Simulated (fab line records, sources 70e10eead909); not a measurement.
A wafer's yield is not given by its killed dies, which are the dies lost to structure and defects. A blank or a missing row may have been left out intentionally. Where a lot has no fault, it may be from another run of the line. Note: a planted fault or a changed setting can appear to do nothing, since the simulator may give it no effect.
fab line records	flow nand-harc
[record] lots = 6	wafers = 18	last-day = 34
route steps=1302 shown A_BONDPAD@1219 END@1302
lots untouched by any fault: they come from a run of this same line in which no faults occurred
start-h: the number of hours between the record's first day and the start of the first shown wafer of the lot	wait-h: hours since the lot's step before	" repeats the value in the row above	L1.1+2: a single row standing in for several wafers	- no value, or no start given	* or withheld: withheld	< > ~ a bound
route shown NAME@n: NAME is a module with steps in the file, n the number in the route of the first one	usual: the fault-free wafers' mean and standard deviation	same: alike in all rows	chamber/n: place in a boat	sites: readings site by site	_std_site: the standard deviation of these	_edge_site: the outer-site mean with the inner-site mean subtracted	radius-mm: how far each site lies from the wafer's centre	mask NAME#n: copy n	behind: the tool/chamber that last shaped the wafer	hold: why the lot went on hold/how many hours it stayed there/how the hold came to an end	device: the transistor (n, p or np) that didn't switch	end of line: tests of these same wafers at the route's end	step lacking rows: just its recipe	killed: not the wafer's yield, but the dies lost to structure and defects at the first sort	map: dies across one wafer; x = killed, . = not, _ = none there
set.NAME: the run value of the setting; set.NAME@STEP: its run value at that earlier step	model.NAME: the simulator's own value behind a step, which no gauge read
lots at selected steps of the route; one table per step, one row per wafer
services: the hour from which a tool's chamber was out of use, counted from the record's first day as start-h (under 0 if before that day), plus the number of hours and why
[[steps]]
[step NHARC_A_BONDPAD_ETCH_34]
[recipe] target-depth-a = 600	overetch-a = 180	time-s = 65.91	ion-energy-ev = 200	n2-flow-sccm = 150	h2-flow-sccm = 150	ar-flow-sccm = 0	rf-w = 400	bias-w = 150	chemistry = N2/H2
[usual] drypump-motor-current-A = 5.9/0.36	oes-product-au = 0.998/0.0069	rf-vpp-V = 431.7/2.6	showerhead-plenum-p-Torr = 2.08/0.093	throttle-valve-pct = 14.171/0.01
lot.wafer	tool	chamber	start-h	wait-h	drypump-motor-current-A	oes-product-au	rf-hours-counter-h	rf-vpp-V	showerhead-plenum-p-Torr	throttle-valve-pct
L412.3	rie-diel-12	0	551.73	0.1	6.1	0.987	2	433.9	2.16	14.163
L412.5	"	3	"	"	5.4	1.002	-	435.0	2.19	14.168
L412.6	"	0	"	"	6.1	0.989	-	433.9	2.16	14.184
L423.4	rie-diel-12	3	641.82	0.1	5.4	1.003	0	434.6	2.19	14.175
L423.2	"	0	"	"	6.1	0.995	0	434.1	2.16	14.175
L423.6	"	2	"	"	6.3	0.986	-	429.0	2.00	14.167
L426.2	rie-diel-12	0	668.16	0.1	6.2	0.992	2	433.0	2.16	14.156
L426.6	"	0	"	"	6.1	0.990	-	433.4	2.16	14.167
L426.5	"	1	"	"	5.8	0.989	-	428.6	1.97	14.170
L425.1	rie-diel-12	0	669.74	0.1	6.1	0.997	2	434.8	2.16	14.176
L425.3	"	1	"	"	5.8	0.999	2	428.5	1.97	14.158
L425.5	"	0	"	"	6.2	0.991	-	434.3	2.16	14.174
L431.3	rie-diel-03	2	735.05	0.1	5.9	1.000	14	429.4	1.97	14.142
L431.4	"	0	"	"	5.3	0.992	12	431.6	2.05	14.174
L431.1	"	1	"	"	6.1	0.991	13	433.4	2.12	14.175
L434.4	rie-diel-12	2	774.02	0.1	6.3	0.991	4	429.0	2.00	14.173
L434.1	"	0	"	"	6.2	0.991	4	433.3	2.16	14.156
L434.5	"	2	"	"	6.3	0.992	-	429.4	2.00	14.166
[step NHARC_A_BONDPAD_ETCH_12]
[recipe] target-depth-a = 2200	time-s = 110	chf3-flow-sccm = 50	o2-flow-sccm = 10	ar-flow-sccm = 200	rf-w = 500	bias-w = 200	chemistry = CHF3/O2
[usual] drypump-motor-current-A = 5.9/0.34	oes-product-au = 0.942/0.022	rf-vpp-V = 371.4/2.4	showerhead-plenum-p-Torr = 2.44/0.1	throttle-valve-pct = 20.572/0.0099
lot.wafer	tool	chamber	start-h	wait-h	drypump-motor-current-A	oes-product-au	rf-hours-counter-h	rf-vpp-V	showerhead-plenum-p-Torr	throttle-valve-pct
L412.3	rie-diel-12	3	-	-	5.4	0.925	2	374.0	2.57	20.563
L412.5	"	3	"	"	5.4	0.925	-	374.2	2.57	20.593
L412.6	"	0	"	"	6.1	0.960	-	374.2	2.53	20.555
L423.2	rie-diel-12	2	-	-	6.3	0.962	0	369.1	2.36	20.567
L423.4	"	3	"	"	5.4	0.991	0	375.4	2.57	20.588
L423.6	"	2	"	"	6.3	0.952	-	369.3	2.36	20.553
L426.2	rie-diel-12	2	-	-	6.3	0.979	2	370.1	2.36	20.589
L426.5	"	2	"	"	6.3	0.974	-	368.9	2.36	20.574
L426.6	"	3	"	"	5.4	0.959	-	374.6	2.57	20.562
L425.3	rie-diel-12	3	-	-	5.4	0.979	2	375.3	2.57	20.584
L425.1	"	0	"	"	6.1	0.956	2	372.5	2.53	20.570
L425.5	"	2	"	"	6.3	0.970	-	370.2	2.36	20.573
L431.4	rie-diel-03	0	-	-	5.3	0.925	13	373.0	2.41	20.578
L431.1	"	1	"	"	6.2	0.914	13	372.2	2.49	20.590
L431.3	"	3	"	"	6.5	0.919	13	372.0	2.47	20.585
L434.4	rie-diel-12	0	-	-	6.1	0.925	4	373.3	2.53	20.578
L434.1	"	1	"	"	5.8	0.927	4	368.3	2.33	20.577
L434.5	"	1	"	"	5.8	0.927	-	367.9	2.33	20.562
[step NHARC_A_BONDPAD_CD_MEAS_13]
[usual] cd-nm = 499.1/1.5
lot.wafer	tool	chamber	start-h	wait-h	cd-nm
L412.3	cd-sem-01	-	551.98	-	498.3
L412.5	"	-	"	"	497.4
L412.6	"	-	"	"	499.4
L423.2	cd-sem-01	-	642.05	-	497.1
L423.4	"	-	"	"	499.6
L423.6	"	-	"	"	498.6
L426.2	cd-sem-02	-	668.40	-	499.2
L426.5	"	-	"	"	503.6
L426.6	"	-	"	"	501.9
L425.1	cd-sem-01	-	669.97	-	499.8
L425.3	"	-	"	"	499.9
L425.5	"	-	"	"	500.0
L431.1	cd-sem-01	-	735.32	-	497.1
L431.3	"	-	"	"	499.3
L431.4	"	-	"	"	498.9
L434.1	cd-sem-02	-	774.25	-	498.0
L434.4	"	-	"	"	499.4
L434.5	"	-	"	"	498.1
[step NHARC_A_BONDPAD_STRIP_15]
[recipe] o2-flow-sccm = 500	ar-flow-sccm = 0	bias-w = 0	chemistry = O2
[usual] drypump-motor-current-A = 5.9/0.35	oes-product-au = 1.000/0.0073	rf-vpp-V = 58.0/0.86	showerhead-plenum-p-Torr = 3.58/0.15	throttle-valve-pct = 17.036/0.0089
lot.wafer	tool	chamber	start-h	wait-h	drypump-motor-current-A	oes-product-au	rf-hours-counter-h	rf-vpp-V	showerhead-plenum-p-Torr	throttle-valve-pct
L412.3	rie-diel-03	2	552.06	0.1	5.9	1.015	14	58.1	3.44	17.033
L412.5	"	1	"	"	6.2	1.003	-	58.5	3.67	17.033
L412.6	"	2	"	"	5.9	1.005	-	56.7	3.44	17.037
L423.4	rie-diel-12	1	642.12	0.1	5.7	1.007	0	57.7	3.43	17.031
L423.2	"	2	"	"	6.3	1.004	0	57.7	3.47	17.044
L423.6	"	2	"	"	6.3	0.999	-	58.7	3.47	17.028
L426.2	rie-diel-12	0	668.47	0.1	6.1	0.986	2	57.8	3.71	17.049
L426.5	"	0	"	"	6.1	0.989	-	58.2	3.71	17.049
L426.6	"	1	"	"	5.7	1.005	-	58.0	3.43	17.031
L425.3	rie-diel-03	3	670.06	0.1	6.5	1.005	3	58.0	3.63	17.026
L425.1	"	1	"	"	6.2	1.006	3	58.2	3.66	17.037
L425.5	"	3	"	"	6.5	0.991	-	58.2	3.63	17.044
L431.4	rie-diel-12	0	735.40	0.1	6.1	0.996	3	58.3	3.71	17.054
L431.3	"	2	"	"	6.3	0.995	3	56.7	3.46	17.050
L431.1	"	3	"	"	5.4	0.988	3	58.1	3.76	17.040
L434.1	rie-diel-12	0	774.35	0.1	6.1	1.006	4	57.2	3.71	17.036
L434.4	"	1	"	"	5.8	1.007	4	57.5	3.42	17.026
L434.5	"	2	"	"	6.3	0.990	-	57.2	3.46	17.039
[step NHARC_A_BONDPAD_ETCH_24]
[recipe] target-depth-a = 300	over-etch-frac = 0.3	time-s = 72.99	ion-energy-ev = 150	cf4-flow-sccm = 50	n2-flow-sccm = 100	ar-flow-sccm = 150	rf-w = 300	bias-w = 100	chemistry = CF4/N2
[usual] drypump-motor-current-A = 5.9/0.35	oes-product-au = 1.000/0.007	rf-vpp-V = 314.8/2	showerhead-plenum-p-Torr = 2.67/0.11	throttle-valve-pct = 19.795/0.0091
lot.wafer	tool	chamber	start-h	wait-h	drypump-motor-current-A	oes-product-au	rf-hours-counter-h	rf-vpp-V	showerhead-plenum-p-Torr	throttle-valve-pct
L412.3	rie-diel-03	0	-	-	5.3	1.000	13	313.4	2.65	19.808
L412.5	"	2	"	"	5.9	1.008	-	313.5	2.56	19.785
L412.6	"	3	"	"	6.5	1.003	-	315.9	2.71	19.787
L423.4	rie-diel-12	1	-	-	5.8	0.995	0	313.3	2.55	19.777
L423.2	"	3	"	"	5.4	0.997	0	316.8	2.80	19.811
L423.6	"	1	"	"	5.7	1.002	-	312.6	2.55	19.809
L426.2	rie-diel-12	2	-	-	6.3	0.991	2	315.2	2.58	19.800
L426.5	"	2	"	"	6.3	0.999	-	313.5	2.58	19.800
L426.6	"	3	"	"	5.4	1.000	-	316.9	2.80	19.786
L425.3	rie-diel-03	1	-	-	6.1	1.011	3	316.2	2.72	19.792
L425.1	"	3	"	"	6.5	1.004	3	315.7	2.70	19.805
L425.5	"	1	"	"	6.1	1.004	-	317.0	2.72	19.797
L431.1	rie-diel-12	2	-	-	6.3	1.002	3	313.1	2.58	19.810
L431.4	"	3	"	"	5.4	0.997	3	316.2	2.80	19.795
L431.3	"	0	"	"	6.1	0.982	3	316.7	2.76	19.797
L434.4	rie-diel-12	2	-	-	6.3	0.994	4	311.6	2.58	19.794
L434.1	"	0	"	"	6.1	0.996	4	317.0	2.76	19.789
L434.5	"	2	"	"	6.3	1.003	-	312.6	2.58	19.805
[step NHARC_A_BONDPAD_STRIP_16]
[recipe] time-s = 600	temp-c = 30	chemistry = post-etch-residue-remover
[step NHARC_A_BONDPAD_DEGAS_25]
[recipe] temp-c = 300	time-s = 60
[step NHARC_A_BONDPAD_PRE_CLEAN_26]
[recipe] time-s = 30	temp-c = 280	gas = H2/He
[usual] heater-power-w = 391/34
lot.wafer	tool	chamber	start-h	wait-h	heater-power-w
L412.3	pvd-sputter-02	-	-	-	394
L412.6	"	-	"	"	399
L412.5	"	-	"	"	398
L423.2	pvd-sputter-01	-	-	-	411
L423.4	"	-	"	"	462
L423.6	"	-	"	"	410
L426.2	pvd-sputter-01	-	-	-	414
L426.5	"	-	"	"	372
L426.6	"	-	"	"	409
L425.1	pvd-sputter-03	-	-	-	388
L425.3	"	-	"	"	408
L425.5	"	-	"	"	390
L431.1	pvd-sputter-02	-	-	-	331
L431.3	"	-	"	"	390
L431.4	"	-	"	"	446
L434.1	pvd-sputter-02	-	-	-	390
L434.4	"	-	"	"	436
L434.5	"	-	"	"	379
[step NHARC_A_BONDPAD_PVD_17]
[recipe] target-thk-a = 50	bias-v = 168.6	power-w = 15000	chamber-pressure-pa = 0.12	time-s = 8.06	substrate-temp-c = 50	material = TaN
[step NHARC_A_BONDPAD_PVD_27]
[recipe] target-thk-a = 300	chamber-pressure-pa = 5	power-w = 5000	substrate-temp-c = 30	time-s = 20.49	material = Cu
[step NHARC_A_BONDPAD_ECD_18]
[recipe] target-thk-a = 4000	bath-temp-c = 25	material = Cu
[step NHARC_A_BONDPAD_ANNEAL_28]
[recipe] temp-c = 225	time-s = 90
[step NHARC_A_BONDPAD_CMP_19]
[recipe] t-overpolish-s = 30	cu-recess-touch-s = 16	target-thk-nm = 169.82
[usual] cu-recess-touch-s = 16/0	edge-zone-pressure-frac = 1.000/0.0048	motor-current-A = 11.9/1.6	overpolish-run-s = 30.001/0.0094	pad-life-wafers = 180/92	t-overpolish-s = 30/0
lot.wafer	tool	chamber	start-h	wait-h	cu-recess-touch-s	edge-zone-pressure-frac	motor-current-A	overpolish-run-s	pad-life-wafers	t-overpolish-s
L412.3	cmp-01	3	553.68	-	16	0.996	12.8	29.991	240	30
L412.5	"	3	"	"	16	0.995	13.0	29.988	-	30
L412.6	"	0	"	"	16	1.005	14.3	29.996	-	30
L423.2	cmp-02	3	643.77	-	16	0.999	9.8	30.001	30	30
L423.4	"	0	"	"	16	1.004	13.2	29.993	31	30
L423.6	"	3	"	"	16	1.000	10.1	30.008	-	30
L426.2	cmp-01	3	670.15	-	-	-	-	-	-	-
L426.6	"	1	"	"	-	-	-	-	-	-
L426.5	"	2	"	"	-	-	-	-	-	-
L425.1	cmp-01	0	671.74	-	-	-	-	-	-	-
L425.3	"	1	"	"	-	-	-	-	-	-
L425.5	"	2	"	"	-	-	-	-	-	-
L431.1	cmp-02	1	737.03	-	16	1.005	10.1	30.009	30	30
L431.3	"	2	"	"	16	0.998	10.9	30.008	31	30
L431.4	"	3	"	"	16	0.996	9.8	29.993	32	30
L434.4	cmp-02	2	776.08	-	16	1.003	11.2	30.017	187	30
L434.1	"	3	"	"	16	0.997	10.1	30.008	188	30
L434.5	"	1	"	"	16	1.008	10.1	29.992	-	30
[step NHARC_A_BONDPAD_THK_MEAS_20]
[recipe] thk-meas-gauge = xrf
[usual] thk-nm = 169.6/1.6
lot.wafer	tool	chamber	start-h	wait-h	thk-nm
L412.3	film-metro-02	-	554.01	-	169.5
L412.5	"	-	"	"	172.4
L412.6	"	-	"	"	171.6
L423.2	film-metro-02	-	644.10	-	169.9
L423.4	"	-	"	"	169.3
L423.6	"	-	"	"	171.4
L426.2	film-metro-01	-	670.41	0.2	402.1
L426.5	"	-	"	"	399.9
L426.6	"	-	"	"	395.6
L425.1	film-metro-02	-	672.00	0.2	403.5
L425.3	"	-	"	"	401.9
L425.5	"	-	"	"	399.9
L431.1	film-metro-02	-	737.35	-	169.3
L431.3	"	-	"	"	170.0
L431.4	"	-	"	"	168.8
L434.1	film-metro-01	-	776.37	-	171.5
L434.4	"	-	"	"	169.8
L434.5	"	-	"	"	169.5
[step NHARC_A_BONDPAD_SRD_21]
[recipe] time-s = 30	temp-c = 23	dry-time-s = 20	spin-rpm = 1500
[step NHARC_A_BONDPAD_INSPECT_23]
[usual] raw-defect-count = 572/120
lot.wafer	tool	chamber	start-h	wait-h	raw-defect-count
L412.3	defect-inspect-01	-	554.21	0.0	623
L412.5	"	-	"	"	659
L412.6	"	-	"	"	769
L423.2	defect-inspect-02	-	644.30	0.0	523
L423.4	"	-	"	"	578
L423.6	"	-	"	"	629
L426.2	defect-inspect-01	-	670.63	0.0	3330
L426.5	"	-	"	"	3277
L426.6	"	-	"	"	3317
L425.1	defect-inspect-02	-	672.21	0.0	3271
L425.3	"	-	"	"	3315
L425.5	"	-	"	"	3188
L431.1	defect-inspect-01	-	737.59	0.0	583
L431.3	"	-	"	"	567
L431.4	"	-	"	"	634
L434.1	defect-inspect-01	-	776.63	0.0	552
L434.4	"	-	"	"	531
L434.5	"	-	"	"	531
[step NHARC_END_SORT_01]
[recipe] temp-c = 25
[usual] defect-limited-yield = 90.1/2.4	killed-at-array = 62/16	killed-at-other = 0.8/1.1	killed-at-periphery = 4/3.2	killed-dies = 67/16	killed-open = 3.5/1.9	killed-short = 2.1/1.5
[same] gross-dies = 677
lot.wafer	tool	chamber	start-h	wait-h	defect-limited-yield[%]	killed-at-array	killed-at-other	killed-at-periphery	killed-dies	killed-open	killed-short
L412.3	prober-01	0	584.39	3.1	88.3	74	0	5	79	4	4
L412.5	prober-01	0	585.98	3.7	87.3	82	0	4	86	4	4
L412.6	prober-01	0	586.78	4.0	88.2	76	1	3	80	0	2
L423.2	prober-02	0	673.02	2.8	91.3	56	0	3	59	5	1
L423.4	prober-02	0	674.62	3.4	89.4	69	0	3	72	4	4
L423.6	prober-02	0	676.22	4.0	91.3	56	0	3	59	1	2
L425.1	prober-01	0	698.04	2.5	0	674	2	1	677	2	1
L425.3	prober-01	0	699.64	3.1	0	672	3	2	677	6	2
L425.5	prober-01	0	701.23	3.7	0	673	0	4	677	4	0
L426.2	prober-02	0	698.81	2.8	0	673	0	4	677	3	3
L426.5	prober-02	0	701.17	3.6	0	675	0	2	677	4	0
L426.6	prober-02	0	701.96	3.9	0	672	0	5	677	5	2
// killed by level:class
L412.3 A_CHANNEL_HOLE_D1:chamber-film-flake=33 A_SLIT:chamber-film-flake=20 A_CHANNEL_HOLE_D2:chamber-film-flake=5 A_CONTACT:chamber-film-flake=5 P_M1:chamber-film-flake=3 A_STAIRCASE:chamber-film-flake=3 A_ONON_D2:geometric-particle:short=2 A_M0:geometric-particle:open=2
L412.5 A_CHANNEL_HOLE_D1:chamber-film-flake=36 A_SLIT:chamber-film-flake=25 A_CHANNEL_HOLE_D2:chamber-film-flake=4 A_STAIRCASE:chamber-film-flake=3 A_ONON_D1:geometric-particle:open=2 P_M1:chamber-film-flake=2 A_ZERO_WELL:chamber-film-flake=2 A_CONTACT:chamber-film-flake=2
L412.6 A_CHANNEL_HOLE_D1:chamber-film-flake=33 A_SLIT:chamber-film-flake=31 A_CHANNEL_HOLE_D2:chamber-film-flake=6 A_CONTACT:chamber-film-flake=3 P_M1:chamber-film-flake=2 P_CONTACT:geometric-particle:short=1 A_ONON_D2:geometric-particle:short=1 A_DECK1_JOINT:chamber-film-flake=1
L423.2 A_SLIT:chamber-film-flake=30 A_CHANNEL_HOLE_D2:chamber-film-flake=16 A_CHANNEL_HOLE_D1:chamber-film-flake=4 P_M0:geometric-particle:open=1 A_CHANNEL_HOLE_D1:geometric-particle:open=1 A_CHANNEL_FILL_D1:geometric-particle:short=1 A_ONON_D2:geometric-particle:open=1 A_WL_FILL:geometric-particle:open=1
L423.4 A_SLIT:chamber-film-flake=33 A_CHANNEL_HOLE_D2:chamber-film-flake=23 A_CHANNEL_HOLE_D1:chamber-film-flake=4 A_ONON_D2:geometric-particle:short=2 P_M0:geometric-particle:short=1 P_M0:geometric-particle:open=1 A_SOURCE_PLATE:geometric-particle:open=1 A_DECK1_JOINT:geometric-particle:short=1
L423.6 A_SLIT:chamber-film-flake=32 A_CHANNEL_HOLE_D2:chamber-film-flake=16 A_CHANNEL_HOLE_D1:chamber-film-flake=4 P_M0:geometric-particle:open=1 P_M1:geometric-particle:short=1 A_WL_FILL:geometric-particle:short=1 P_GATE:chamber-film-flake=1 A_STAIRCASE:chamber-film-flake=1
L425.1 A_BONDPAD:area-cmp=612 A_SLIT:chamber-film-flake=26 A_CHANNEL_HOLE_D2:chamber-film-flake=15 A_CONTACT:chamber-film-flake=8 A_STAIRCASE:chamber-film-flake=4 A_CHANNEL_HOLE_D1:chamber-film-flake=3 THIN_TSV:chamber-film-flake=2 A_ONON_D2:geometric-particle:short=1
L426.2 A_BONDPAD:area-cmp=627 A_CHANNEL_HOLE_D1:chamber-film-flake=26 A_SLIT:chamber-film-flake=4 A_CONTACT:chamber-film-flake=4 P_GATE:chamber-film-flake=3 A_ONON_D2:geometric-particle:short=2 A_DECK1_JOINT:chamber-film-flake=2 A_STAIRCASE:chamber-film-flake=2
L425.3 A_BONDPAD:area-cmp=618 A_SLIT:chamber-film-flake=27 A_CHANNEL_HOLE_D2:chamber-film-flake=11 A_CONTACT:chamber-film-flake=6 A_CHANNEL_HOLE_D1:chamber-film-flake=3 THIN_TSV:chamber-film-flake=3 P_M1:geometric-particle:open=1 A_ONON_D1:geometric-particle:open=1
L426.5 A_BONDPAD:area-cmp=620 A_CHANNEL_HOLE_D1:chamber-film-flake=37 A_CONTACT:chamber-film-flake=5 A_SLIT:chamber-film-flake=3 P_GATE:chamber-film-flake=2 A_CHANNEL_FILL_D1:chamber-film-flake=2 A_STAIRCASE:chamber-film-flake=2 A_WL_FILL:chamber-film-flake=2
L425.5 A_BONDPAD:area-cmp=615 A_CHANNEL_HOLE_D2:chamber-film-flake=21 A_SLIT:chamber-film-flake=20 A_CHANNEL_HOLE_D1:chamber-film-flake=5 A_CONTACT:chamber-film-flake=4 A_ONON_D2:geometric-particle:open=2 A_STAIRCASE:chamber-film-flake=2 A_WL_FILL:chamber-film-flake=2
L426.6 A_BONDPAD:area-cmp=605 A_CHANNEL_HOLE_D1:chamber-film-flake=42 A_CONTACT:chamber-film-flake=10 A_SLIT:chamber-film-flake=4 A_STAIRCASE:chamber-film-flake=3 A_DECK1_JOINT:chamber-film-flake=2 P_GATE:geometric-particle:open=1 P_M0:geometric-particle:open=1
// map L425.1 (x killed, . not)
____________x____________
_________xxxxxxx_________
_______xxxxxxxxxxx_______
______xxxxxxxxxxxxx______
_____xxxxxxxxxxxxxxx_____
____xxxxxxxxxxxxxxxxx____
____xxxxxxxxxxxxxxxxx____
___xxxxxxxxxxxxxxxxxxx___
___xxxxxxxxxxxxxxxxxxx___
__xxxxxxxxxxxxxxxxxxxxx__
__xxxxxxxxxxxxxxxxxxxxx__
_xxxxxxxxxxxxxxxxxxxxxxx_
_xxxxxxxxxxxxxxxxxxxxxxx_
_xxxxxxxxxxxxxxxxxxxxxxx_
_xxxxxxxxxxxxxxxxxxxxxxx_
_xxxxxxxxxxxxxxxxxxxxxxx_
xxxxxxxxxxxxxxxxxxxxxxxxx
xxxxxxxxxxxxxxxxxxxxxxxxx
xxxxxxxxxxxxxxxxxxxxxxxxx
xxxxxxxxxxxxxxxxxxxxxxxxx
xxxxxxxxxxxxxxxxxxxxxxxxx
_xxxxxxxxxxxxxxxxxxxxxxx_
_xxxxxxxxxxxxxxxxxxxxxxx_
_xxxxxxxxxxxxxxxxxxxxxxx_
_xxxxxxxxxxxxxxxxxxxxxxx_
_xxxxxxxxxxxxxxxxxxxxxxx_
__xxxxxxxxxxxxxxxxxxxxx__
__xxxxxxxxxxxxxxxxxxxxx__
___xxxxxxxxxxxxxxxxxxx___
___xxxxxxxxxxxxxxxxxxx___
____xxxxxxxxxxxxxxxxx____
____xxxxxxxxxxxxxxxxx____
_____xxxxxxxxxxxxxxx_____
______xxxxxxxxxxxxx______
_______xxxxxxxxxxx_______
_________xxxxxxx_________
____________x____________
// map L426.2 (x killed, . not)
____________x____________
_________xxxxxxx_________
_______xxxxxxxxxxx_______
______xxxxxxxxxxxxx______
_____xxxxxxxxxxxxxxx_____
____xxxxxxxxxxxxxxxxx____
____xxxxxxxxxxxxxxxxx____
___xxxxxxxxxxxxxxxxxxx___
___xxxxxxxxxxxxxxxxxxx___
__xxxxxxxxxxxxxxxxxxxxx__
__xxxxxxxxxxxxxxxxxxxxx__
_xxxxxxxxxxxxxxxxxxxxxxx_
_xxxxxxxxxxxxxxxxxxxxxxx_
_xxxxxxxxxxxxxxxxxxxxxxx_
_xxxxxxxxxxxxxxxxxxxxxxx_
_xxxxxxxxxxxxxxxxxxxxxxx_
xxxxxxxxxxxxxxxxxxxxxxxxx
xxxxxxxxxxxxxxxxxxxxxxxxx
xxxxxxxxxxxxxxxxxxxxxxxxx
xxxxxxxxxxxxxxxxxxxxxxxxx
xxxxxxxxxxxxxxxxxxxxxxxxx
_xxxxxxxxxxxxxxxxxxxxxxx_
_xxxxxxxxxxxxxxxxxxxxxxx_
_xxxxxxxxxxxxxxxxxxxxxxx_
_xxxxxxxxxxxxxxxxxxxxxxx_
_xxxxxxxxxxxxxxxxxxxxxxx_
__xxxxxxxxxxxxxxxxxxxxx__
__xxxxxxxxxxxxxxxxxxxxx__
___xxxxxxxxxxxxxxxxxxx___
___xxxxxxxxxxxxxxxxxxx___
____xxxxxxxxxxxxxxxxx____
____xxxxxxxxxxxxxxxxx____
_____xxxxxxxxxxxxxxx_____
______xxxxxxxxxxxxx______
_______xxxxxxxxxxx_______
_________xxxxxxx_________
____________x____________
[[services]]
tool	chamber	start-h	hours	kind
cmp-02	-	537.07	0.8	repair
rie-diel-12	1	538.50	3.1	repair
cmp-01	-	539.27	0.8	repair
rie-diel-12	2	547.00	10.7	repair
rie-diel-12	1	575.73	5.0	repair
cmp-01	-	577.60	4.0	pm
rie-diel-03	0	583.13	5.1	repair
cmp-01	-	585.13	32.6	repair
cmp-02	-	615.40	1.0	repair
rie-diel-12	-	622.40	9.0	pm
cmp-02	-	624.73	4.0	pm
cmp-02	-	632.70	6.1	repair
rie-diel-03	-	635.30	9.0	pm
pvd-sputter-02	-	636.87	4.8	repair
pvd-sputter-02	-	641.68	10.0	pm
cmp-02	-	658.10	1.3	repair
cmp-02	-	667.35	1.7	repair
cmp-01	-	675.60	4.0	pm
pvd-sputter-02	-	677.98	1.5	repair
cmp-02	-	681.62	1.8	repair
cmp-01	-	714.72	0.8	repair
rie-diel-03	0	718.40	1.2	repair
rie-diel-12	2	749.35	18.5	repair
rie-diel-03	1	763.72	4.0	repair
[[key]]
[first-sign] step = NHARC_A_BONDPAD_CMP_19	reading = tool-record	direction = missing
[effect] step = NHARC_A_BONDPAD_THK_MEAS_20	reading = thk-nm	direction = up	sigmas = 99+	usual = 169.6	struck = 400.5
[effect] step = NHARC_A_BONDPAD_INSPECT_23	reading = raw-defect-count	direction = up	sigmas = 23	usual = 572	struck = 3283
[effect] step = NHARC_END_SORT_01	reading = killed-at-array	direction = up	sigmas = 38	usual = 62	struck = 673
[more-kills-born-at] NHARC_A_BONDPAD_CMP_19@cmp-01 = 3697
met-at NHARC_A_BONDPAD_CMP_19
struck-wafers L425.1,L425.3,L425.5,L426.2,L426.5,L426.6
later-rows-left-out L425.1,L425.3,L425.5,L426.2,L426.5,L426.6
onset-between 553.68 670.15
[fault] kind = skipped-step-whole	tool = cmp-01	chamber = -	onset-h = 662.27	steps = NHARC_A_BONDPAD_CMP_19	scope = struck-lots-only
// later-rows-left-out: the simulator's readings of these wafers behind a module that went badly wrong aren't trusted and aren't shown, but for the sort
